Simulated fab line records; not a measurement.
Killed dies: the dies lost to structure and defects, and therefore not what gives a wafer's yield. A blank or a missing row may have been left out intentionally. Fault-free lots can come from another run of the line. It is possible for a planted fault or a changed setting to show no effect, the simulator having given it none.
Split-lot experiment / flow n5 finfet / route with 1938 steps; 7 lots, 21 wafers read

## ABOUT THE SPLIT
At N5_BEOL_M14_SPUTTER_43 (material TaN, target thk 15 nm, time 24.19 s), the setting power w was moved away from the recipe's 15000 W on 6 of the 21 wafers read, by +5.5% to +12.7%. The other wafers ran this setting at the recipe's value.

Reading taken at the split's own step.

## THE READING
TaN_of_BEOL_M14_SPUTTER_43.thk nm (the simulator's own value, which no gauge read), in nm, at N5_BEOL_M14_SPUTTER_43 (material TaN, target thk 15 nm, time 24.19 s). The file does not state a usual value for it. Here, 15 wafers ran the recipe; their average is 15.0 nm with a standard deviation of 0.22 nm.

wafer=L078.2; tool, chamber at the split=pvd sputter-01, -; power w as run, W=15000; against the recipe=recipe; TaN_of_BEOL_M14_SPUTTER_43.thk nm, nm=14.8; against lot-mates on the recipe=-
wafer=L078.3; tool, chamber at the split=pvd sputter-01, -; power w as run, W=15000; against the recipe=recipe; TaN_of_BEOL_M14_SPUTTER_43.thk nm, nm=15; against lot-mates on the recipe=-
wafer=L078.5; tool, chamber at the split=pvd sputter-01, -; power w as run, W=15000; against the recipe=recipe; TaN_of_BEOL_M14_SPUTTER_43.thk nm, nm=15; against lot-mates on the recipe=-
wafer=L080.4; tool, chamber at the split=pvd sputter-03, -; power w as run, W=15000; against the recipe=recipe; TaN_of_BEOL_M14_SPUTTER_43.thk nm, nm=15; against lot-mates on the recipe=-
wafer=L080.6; tool, chamber at the split=pvd sputter-03, -; power w as run, W=15000; against the recipe=recipe; TaN_of_BEOL_M14_SPUTTER_43.thk nm, nm=15; against lot-mates on the recipe=-
wafer=L080.5; tool, chamber at the split=pvd sputter-03, -; power w as run, W=15000; against the recipe=recipe; TaN_of_BEOL_M14_SPUTTER_43.thk nm, nm=14.8; against lot-mates on the recipe=-
wafer=L076.1; tool, chamber at the split=pvd sputter-01, -; power w as run, W=16210; against the recipe=+8.1%; TaN_of_BEOL_M14_SPUTTER_43.thk nm, nm=16.6; against lot-mates on the recipe=+1.1
wafer=L076.3; tool, chamber at the split=pvd sputter-01, -; power w as run, W=15000; against the recipe=recipe; TaN_of_BEOL_M14_SPUTTER_43.thk nm, nm=15.4; against lot-mates on the recipe=-
wafer=L076.4; tool, chamber at the split=pvd sputter-01, -; power w as run, W=15000; against the recipe=recipe; TaN_of_BEOL_M14_SPUTTER_43.thk nm, nm=15.6; against lot-mates on the recipe=-
wafer=L091.1; tool, chamber at the split=pvd sputter-01, -; power w as run, W=15000; against the recipe=recipe; TaN_of_BEOL_M14_SPUTTER_43.thk nm, nm=14.8; against lot-mates on the recipe=-
wafer=L091.4; tool, chamber at the split=pvd sputter-01, -; power w as run, W=15000; against the recipe=recipe; TaN_of_BEOL_M14_SPUTTER_43.thk nm, nm=14.8; against lot-mates on the recipe=-
wafer=L091.3; tool, chamber at the split=pvd sputter-01, -; power w as run, W=15000; against the recipe=recipe; TaN_of_BEOL_M14_SPUTTER_43.thk nm, nm=15; against lot-mates on the recipe=-
wafer=L090.3; tool, chamber at the split=pvd sputter-01, -; power w as run, W=15000; against the recipe=recipe; TaN_of_BEOL_M14_SPUTTER_43.thk nm, nm=15.2; against lot-mates on the recipe=-
wafer=L090.5; tool, chamber at the split=pvd sputter-01, -; power w as run, W=15000; against the recipe=recipe; TaN_of_BEOL_M14_SPUTTER_43.thk nm, nm=15.2; against lot-mates on the recipe=-
wafer=L090.4; tool, chamber at the split=pvd sputter-01, -; power w as run, W=16900; against the recipe=+12.7%; TaN_of_BEOL_M14_SPUTTER_43.thk nm, nm=17.2; against lot-mates on the recipe=+2.0
wafer=L093.4; tool, chamber at the split=pvd sputter-03, -; power w as run, W=16700; against the recipe=+11.3%; TaN_of_BEOL_M14_SPUTTER_43.thk nm, nm=16.6; against lot-mates on the recipe=no lot-mate on the recipe
wafer=L093.5; tool, chamber at the split=pvd sputter-03, -; power w as run, W=16700; against the recipe=+11.3%; TaN_of_BEOL_M14_SPUTTER_43.thk nm, nm=16.6; against lot-mates on the recipe=no lot-mate on the recipe
wafer=L093.6; tool, chamber at the split=pvd sputter-03, -; power w as run, W=16700; against the recipe=+11.3%; TaN_of_BEOL_M14_SPUTTER_43.thk nm, nm=16.4; against lot-mates on the recipe=no lot-mate on the recipe
wafer=L095.1; tool, chamber at the split=pvd sputter-03, -; power w as run, W=15830; against the recipe=+5.5%; TaN_of_BEOL_M14_SPUTTER_43.thk nm, nm=15.8; against lot-mates on the recipe=+0.8
wafer=L095.4; tool, chamber at the split=pvd sputter-03, -; power w as run, W=15000; against the recipe=recipe; TaN_of_BEOL_M14_SPUTTER_43.thk nm, nm=15; against lot-mates on the recipe=-
wafer=L095.5; tool, chamber at the split=pvd sputter-03, -; power w as run, W=15000; against the recipe=recipe; TaN_of_BEOL_M14_SPUTTER_43.thk nm, nm=15; against lot-mates on the recipe=-

FIT RESULTS
A straight line over all 21 wafers: TaN_of_BEOL_M14_SPUTTER_43.thk nm changes by +0.148 nm for each +1% of power w; r = +0.95; the points scatter about the line by 0.24 nm.
The same after taking each lot's own level away (the mean of its wafers on the recipe; 18 wafers): +0.151 nm for each +1%; r = +0.99; scatter 0.088 nm.
Per that fit: largest power w move, reading shift of 1.9 nm.
The lots' own levels span 14.87 to 15.50 nm, that is 2.9 times the standard deviation above.
So the lot-to-lot level changes the slope little: the two slopes agree.
Check: for one of the wafers moved furthest among these (+12.7%), held out of the fit, the line's prediction against its lot-mates is +1.76 nm. It came out at +2 nm against them.

## THE OTHER SPLITS THESE WAFERS WENT THROUGH
Other splits were also applied to these wafers ahead of the reading. Each is held against what the fit with the lots' levels taken away leaves over:
other split on the same wafers=N5_BEOL_M13_COAT_66 spin rpm; wafers away from the commonest value=8; r with TaN_of_BEOL_M14_SPUTTER_43.thk nm (lot level and that fit taken away)=+0.18
other split on the same wafers=N5_BEOL_M14_ETCH_68 time s; wafers away from the commonest value=7; r with TaN_of_BEOL_M14_SPUTTER_43.thk nm (lot level and that fit taken away)=+0.14

## THE FILE'S OWN FIT
TaN_of_BEOL_M14_SPUTTER_43.thk nm changes by +0.151 nm for each +1% of power w, r = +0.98.
